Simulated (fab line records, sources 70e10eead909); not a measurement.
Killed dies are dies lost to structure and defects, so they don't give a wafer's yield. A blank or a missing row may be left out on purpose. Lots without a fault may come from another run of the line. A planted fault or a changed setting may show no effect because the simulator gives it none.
fab line records | flow nand_harc
record lots=14 wafers=42 last_day=24
route steps=1159 shown A_SGD_CUT@772 A_SLIT@779
lots that met no fault: from a run of the same line without faults
start_h: hours from the record's first day to the start of the lot's first wafer shown | wait_h: hours since the lot's step before | " the same as in the row above | L1.1+2: a row that stands for several wafers | - no value, or no start given | * or withheld: withheld | < > ~ a bound
route shown NAME@n: a module of which the file shows steps, and the number in the route of the first | usual: mean/standard deviation of fault-free wafers | same: alike in all rows | chamber/n: place in a boat | sites: the reading at each site | _std_site: their standard deviation | _edge_site: outer sites' mean less inner sites' | radius_mm: how far each site lies from the wafer's centre | mask NAME#n: copy n | behind: the tool/chamber that last shaped the wafer | hold: why the lot was held/for how many hours/how that ended | device: the transistor (n, p or np) that didn't switch | end of line: the same wafers' tests at the end of the route | a step without rows: its recipe alone | killed: dies lost to structure and defects at the first sort, not the wafer's yield | map: a wafer's dies, x killed, . not, _ none there
set.NAME: the setting as run; set.NAME@STEP: as run at that earlier step | model.NAME: the simulator's own value behind a step, which no gauge read
steps of the route over a sample of lots; a table a step, a row a wafer
services: from which hour (start_h, from the record's first day; less than 0 if before it) a tool's chamber was out of use, for how many hours, and why
## steps
# step NHARC_A_SGD_CUT_CMP_21
# recipe target_thk_nm=148.19
# usual motor_current_A=11.6/0.97 time_to_endpoint_s=50/3.2
# columns lot.wafer tool chamber start_h wait_h motor_current_A time_to_endpoint_s
L499.1 cmp-01 0 301.50 0.4 12.7 53
L499.2 " 1 " " 10.2 49
L499.5 " 3 " " 10.8 54
L502.3 cmp-02 0 320.29 0.4 11.0 43
L502.4 " 1 " " 11.6 50
L502.6 " 1 " " 10.8 48
L500.2 cmp-04 3 320.29 0.4 11.2 46
L500.3 " 0 " " 10.9 52
L500.5 " 3 " " 11.1 48
L503.3 cmp-01 0 335.13 0.4 14.2 54
L503.2 " 2 " " 12.6 51
L503.5 " 0 " " 13.4 51
L504.3 cmp-02 0 345.22 0.4 10.6 48
L504.2 " 3 " " 13.0 53
L504.6 " 0 " " 11.1 47
L505.4 cmp-04 0 345.25 0.4 10.7 54
L505.2 " 2 " " 11.5 52
L505.6 " 0 " " 10.6 51
L506.2 cmp-01 0 345.25 0.4 13.7 51
L506.4 " 1 " " 11.2 49
L506.1 " 2 " " 12.9 52
L507.1 cmp-02 1 363.85 0.4 11.1 54
L507.3 " 3 " " 12.5 50
L507.5 " 0 " " 10.4 46
L508.1 cmp-01 3 363.88 0.4 11.2 51
L508.3 " 0 " " 14.6 50
L508.5 " 2 " " 12.4 50
L512.4 cmp-01 0 384.66 0.4 13.7 56
L512.2 " 1 " " 11.0 48
L512.5 " 0 " " 13.5 51
L513.3 cmp-02 2 405.21 0.4 11.8 54
L513.2 " 0 " " 11.0 49
L513.6 " 2 " " 11.9 53
L514.2 cmp-01 0 411.31 0.4 13.6 49
L514.1 " 1 " " 10.4 48
L514.5 " 0 " " 13.3 50
L519.4 cmp-01 1 441.89 0.4 10.6 47
L519.1 " 3 " " 11.0 47
L519.6 " 2 " " 12.8 51
L520.1 cmp-02 3 455.50 0.4 12.5 49
L520.3 " 1 " " 11.3 48
L520.6 " 0 " " 10.8 44
# step NHARC_A_SGD_CUT_ETCHBACK_24
# recipe target_depth_a=500 over_etch_frac=0.3 time_s=92.857 ion_energy_ev=120 ch3f_flow_sccm=50 o2_flow_sccm=30 ar_flow_sccm=200 rf_w=500 bias_w=100 chemistry=CH3F/O2
# usual drypump_motor_current_A=5.7/0.53 oes_product_au=0.96/0.031 rf_vpp_V=244.7/1.5 showerhead_plenum_p_Torr=2.47/0.089 throttle_valve_pct=20.664/0.0084
# columns lot.wafer tool chamber start_h wait_h drypump_motor_current_A oes_product_au rf_hours_counter_h rf_vpp_V showerhead_plenum_p_Torr throttle_valve_pct
L499.2 rie_diel-06 0 302.00 0.1 5.8 0.94 4 241.8 2.34 20.655
L499.1 " 2 " " 5.3 0.94 4 246.8 2.53 20.663
L499.5 " 0 " " 5.8 0.93 - 242.7 2.34 20.658
L500.2 rie_diel-08 2 320.79 0.1 6.3 0.94 1 244.9 2.38 20.670
L500.3 " 0 " " 5.9 0.93 2 245.4 2.53 20.666
L500.5 " 1 " " 5.1 0.92 - 243.5 2.43 20.663
L502.4 rie_diel-02 0 320.84 0.2 5.0 0.93 17 241.3 2.32 20.655
L502.3 " 3 " " 6.6 0.91 17 245.3 2.52 20.666
L502.6 " 1 " " 5.2 0.94 - 246.4 2.55 20.658
L503.3 rie_diel-08 2 335.67 0.1 6.3 1.00 3 244.2 2.38 20.674
L503.2 " 0 " " 5.9 0.98 3 246.3 2.53 20.673
L503.5 " 3 " " 6.3 1.02 - 246.4 2.57 20.670
L505.2 rie_diel-08 3 345.70 0.1 6.3 0.95 4 244.2 2.57 20.664
L505.4 " 0 " " 5.9 0.93 4 246.8 2.53 20.658
L505.6 " 3 " " 6.3 0.95 - 245.9 2.57 20.671
L506.1 rie_diel-02 2 345.71 0.1 6.2 0.92 1 248.0 2.60 20.650
L506.2 " 3 " " 6.6 0.94 1 244.8 2.52 20.666
L506.4 " 0 " " 5.0 0.94 1 242.6 2.32 20.662
L504.2 rie_diel-06 1 345.73 0.2 5.3 0.92 7 243.8 2.50 20.663
L504.3 " 2 " " 5.3 0.95 6 245.6 2.53 20.669
L504.6 " 3 " " 5.9 0.94 - 243.8 2.50 20.674
L508.3 rie_diel-02 1 364.32 0.1 5.2 0.92 3 245.9 2.55 20.650
L508.1 " 2 " " 6.2 0.91 3 246.7 2.59 20.666
L508.5 " 1 " " 5.2 0.93 - 246.2 2.55 20.664
L507.3 rie_diel-08 0 364.33 0.2 6.0 0.91 7 246.1 2.53 20.664
L507.1 " 1 " " 5.1 0.93 7 244.6 2.43 20.672
L507.5 " 3 " " 6.3 0.94 - 246.1 2.57 20.669
L512.2 rie_diel-06 2 385.13 0.1 5.3 0.97 9 244.9 2.53 20.658
L512.4 " 0 " " 5.8 0.93 10 242.0 2.34 20.680
L512.5 " 3 " " 5.8 0.93 - 243.4 2.50 20.672
L513.3 rie_diel-02 3 405.73 0.2 6.6 0.99 6 245.2 2.52 20.668
L513.2 " 1 " " 5.2 1.01 6 244.8 2.55 20.675
L513.6 " 2 " " 6.2 0.99 - 246.9 2.59 20.662
L514.1 rie_diel-08 0 411.77 0.2 5.9 0.94 12 246.8 2.53 20.655
L514.2 " 3 " " 6.3 0.95 11 246.2 2.57 20.668
L514.5 " 1 " " 5.2 0.97 - 244.1 2.43 20.661
L519.4 rie_diel-08 1 442.41 0.2 5.1 1.00 14 243.0 2.43 20.669
L519.1 " 2 " " 6.3 0.84 14 244.0 2.38 20.661
L519.6 " 0 " " 6.0 0.99 - 244.5 2.53 20.669
L520.3 rie_diel-08 2 455.98 0.2 6.3 0.84 16 243.1 2.38 20.662
L520.1 " 3 " " 6.3 1.02 17 246.4 2.56 20.671
L520.6 " 2 " " 6.4 0.84 - 243.6 2.38 20.663
# step NHARC_A_SGD_CUT_INSPECT_25
# usual raw_defect_count=295/76
# columns lot.wafer tool chamber start_h wait_h raw_defect_count
L499.1 defect_inspect-01 - 302.25 - 396
L499.2 " - " " 325
L499.5 " - " " 299
L500.2 defect_inspect-01 - 321.02 - 199
L500.3 " - " " 214
L500.5 " - " " 241
L502.3 defect_inspect-01 - 321.09 - 475
L502.4 " - " " 264
L502.6 " - " " 203
L503.2 defect_inspect-01 - 335.97 - 234
L503.3 " - " " 165
L503.5 " - " " 189
L505.2 defect_inspect-01 - 345.94 - 451
L505.4 " - " " 410
L505.6 " - " " 338
L504.2 defect_inspect-01 - 345.95 - 416
L504.3 " - " " 327
L504.6 " - " " 213
L506.1 defect_inspect-01 - 345.99 - 145
L506.2 " - " " 233
L506.4 " - " " 310
L507.1 defect_inspect-02 - 364.55 - 255
L507.3 " - " " 216
L507.5 " - " " 220
L508.1 defect_inspect-01 - 364.55 - 319
L508.3 " - " " 258
L508.5 " - " " 346
L512.2 defect_inspect-02 - 385.37 - 215
L512.4 " - " " 261
L512.5 " - " " 294
L513.2 defect_inspect-02 - 406.08 - 307
L513.3 " - " " 306
L513.6 " - " " 326
L514.1 defect_inspect-01 - 412.01 - 296
L514.2 " - " " 228
L514.5 " - " " 277
L519.1 defect_inspect-02 - 442.64 - 308
L519.4 " - " " 294
L519.6 " - " " 244
L520.1 defect_inspect-01 - 456.22 - 302
L520.3 " - " " 325
L520.6 " - " " 334
# step NHARC_A_SLIT_DEP_25
# recipe target_thk_a=2000 temp_c=400 pressure_torr=6.5 rf_w=900 teos_flow_sccm=161.4 flow_sccm=2650 target_thk_nm=200 gas=O2 material=SiO2
# usual heater_power_outer_w=326/67 heater_power_w=561/110 showerhead_vpp_V=1837/84 throttle_valve_pct=15.7/0.41
# columns lot.wafer tool chamber start_h wait_h heater_power_outer_w heater_power_w showerhead_vpp_V throttle_valve_pct
L499.2 pecvd-02 2 302.31 0.1 325 617 1896 15.8
L499.1 " 1 " " 285 496 1792 15.7
L499.5 " 0 " " 337 639 1786 16.2
L500.2 pecvd-04 1 321.08 0.1 423 664 1691 16.0
L500.3 " 0 " " 328 573 1890 15.3
L500.5 " 1 " " 446 691 1642 16.0
L502.3 pecvd-02 1 321.16 0.1 304 524 1776 15.8
L502.6 " 1 " " 315 542 1807 15.9
L502.4 " 2 " " 289 573 1944 15.9
L503.2 pecvd-04 1 336.45 0.5 509 767 1659 16.0
L503.3 " 2 " " 276 467 1827 15.8
L503.5 " 0 " " 334 569 1891 15.3
L504.2 pecvd-01 1 346.01 0.1 221 451 1788 16.0
L504.3 " 2 " " 294 446 1942 15.8
L504.6 " 1 " " 234 460 1762 15.7
L505.2 pecvd-04 0 346.05 0.1 311 545 1933 15.2
L505.6 " 2 " " 232 398 1829 15.7
L505.4 " 0 " " 322 566 1876 15.1
L506.1 pecvd-04 0 346.24 0.2 283 514 1918 15.2
L506.2 " 1 " " 477 717 1664 16.1
L506.4 " 2 " " 243 409 1806 16.0
L507.3 pecvd-04 1 364.61 0.1 432 692 1702 16.3
L507.1 " 0 " " 292 525 1914 15.1
L507.5 " 2 " " 298 498 1824 16.0
L508.3 pecvd-01 1 364.66 0.1 199 404 1802 16.4
L508.1 " 2 " " 278 427 1979 16.0
L508.5 " 0 " " 361 614 1907 16.0
L512.2 pecvd-02 2 385.57 0.2 304 600 1902 16.1
L512.5 " 2 " " 323 637 1910 15.8
L512.4 " 0 " " 324 629 1821 15.5
L513.2 pecvd-01 0 406.28 0.2 388 663 1892 15.9
L513.3 " 1 " " 227 463 1771 16.1
L513.6 " 1 " " 235 460 1767 16.0
L514.2 pecvd-04 2 412.30 0.3 311 490 1792 15.0
L514.1 " 0 " " 349 603 1904 15.2
L514.5 " 2 " " 322 504 1798 14.9
L519.4 pecvd-04 0 442.88 0.2 285 517 1926 15.2
L519.6 " 0 " " 299 516 1894 15.6
L520.1 pecvd-02 0 456.33 0.1 334 653 1802 15.8
## services
# columns tool chamber start_h hours kind
cmp-02 - 280.25 1.0 repair
cmp-01 - 282.36 4.0 pm
rie_diel-02 3 290.00 5.7 repair
rie_diel-02 2 297.93 1.4 repair
rie_diel-08 - 301.80 9.0 pm
rie_diel-08 2 321.67 4.6 repair
cmp-02 - 324.50 4.0 pm
cmp-01 - 325.82 0.9 repair
rie_diel-02 - 327.70 9.0 pm
pecvd-02 - 329.52 1.4 repair
pecvd-02 - 334.00 13.0 pm
cmp-02 - 334.00 2.6 repair
pecvd-04 2 348.54 4.4 repair
pecvd-04 - 376.03 13.0 pm
cmp-01 - 380.36 4.0 pm
pecvd-04 0 397.12 12.1 repair
rie_diel-08 1 414.05 10.7 repair
cmp-02 - 422.50 4.0 pm
pecvd-04 1 423.40 20.0 repair
cmp-02 - 432.42 0.8 repair
pecvd-04 - 438.43 3.3 repair
rie_diel-02 2 442.18 7.8 repair
rie_diel-08 0 447.31 7.7 repair
rie_diel-02 0 454.67 3.7 repair
## key
first_sign step=NHARC_A_SGD_CUT_ETCHBACK_24 reading=oes_product_au direction=down sigmas=3.7 usual=0.96 struck=0.84
effect none on later readings
met_at NHARC_A_SGD_CUT_ETCHBACK_24
struck_lots L519,L520
struck_wafers L519.1,L520.3,L520.6
later_rows_left_out L519.1,L520.3,L520.6
sort_left_out L519.1,L520.3,L520.6
tester_left_out L519,L520
not_acting_at NHARC_A_SGD_CUT_CMP_21,NHARC_A_SGD_CUT_INSPECT_25,NHARC_A_SLIT_DEP_25
onset_between 335.67 442.41
fault kind=process_parameter_drift tool=rie_diel-08 chamber=2 onset_h=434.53 steps=NHARC_A_SGD_CUT_ETCHBACK_24 channel=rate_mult offset=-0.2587 shape=step end_h=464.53
# tester_left_out: of these lots the tester's yield and bins aren't shown, on N5 and GAA mostly nor the transistor test; their killed dies are dies lost to structure and defects alone, not to doping, threshold or leakage, so they don't give the yield
# sort_left_out: the simulated sort isn't trusted on such a fault, so these wafers' sort isn't shown, and their yield isn't known
# later_rows_left_out: the simulator's readings of these wafers behind a module that went badly wrong aren't trusted and aren't shown, but for the sort
